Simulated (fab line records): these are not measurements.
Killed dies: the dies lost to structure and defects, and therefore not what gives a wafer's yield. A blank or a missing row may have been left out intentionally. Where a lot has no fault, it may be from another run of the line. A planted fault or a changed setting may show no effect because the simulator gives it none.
Chamber matching + flow nand-harc + 4 sister chambers for NHARC_A_DECK1_JOINT_ETCHBACK_07 on rie-si-01
The step etches the open film in HBr, target depth 105 nm, time 26.9 s. 8 wafers are shown with their chamber, then 8 later ones without.

## WAFERS, EACH WITH ITS CHAMBER
| wafer  | chamber | rf-fwd-power-W (W) | oes-product-au (a.u.) |
|--------|---------|--------------------|-----------------------|
| L079.5 | 3       | 345.4              | 1.007                 |
| L079.6 | 2       | 339.9              | 1.006                 |
| L082.4 | 1       | 345.6              | 0.969                 |
| L082.5 | 2       | 342.0              | 1.000                 |
| L084.1 | 1       | 346.3              | 0.963                 |
| L084.3 | 3       | 344.7              | 0.996                 |
| L084.5 | 0       | 343.3              | 0.994                 |
| L093.1 | 0       | 344.2              | 0.995                 |

## WAFERS MISSING THEIR CHAMBER
| wafer  | rf-fwd-power-W (W) | oes-product-au (a.u.) |
|--------|--------------------|-----------------------|
| L093.4 | 344.7              | 1.011                 |
| L093.5 | 344.2              | 0.998                 |
| L095.1 | 341.4              | 1.009                 |
| L095.3 | 343.5              | 0.994                 |
| L095.5 | 347.1              | 0.986                 |
| L097.1 | 342.7              | 1.003                 |
| L097.3 | 342.3              | 1.010                 |
| L097.4 | 346.8              | 0.996                 |

## WHICH CHAMBER EACH ONE RAN IN
| wafer  | from the rows above          | in truth |
|--------|------------------------------|----------|
| L093.4 | can't be placed: 3 or 0      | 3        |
| L093.5 | can't be placed: 0 or 3      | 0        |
| L095.1 | 2                            | 2        |
| L095.3 | 0                            | 0        |
| L095.5 | can't be placed: 3 or 0 or 1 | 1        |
| L097.1 | can't be placed: 2 or 0 or 3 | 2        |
| L097.3 | can't be placed: 2 or 0 or 3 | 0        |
| L097.4 | can't be placed: 3 or 0      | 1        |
2 of 8 placed correctly. Not placeable from these rows: 6 (in 5, the candidates include the true chamber). Wrongly placed: 0.
How it was worked out, from the rows above alone: a wafer's distance from a chamber is the root of the sum, over the readings, of the square of ((its reading less the chamber's mean) divided by the reading's scatter). The wafer belongs to the nearest chamber; if the next one is less than 2 further off, it can't be placed. Each chamber's mean is taken over the wafers shown for it. The scatter is the square root of a quotient: the sum, over the shown wafers, of each reading's squared deviation from its chamber's mean, divided by wafers minus chambers.
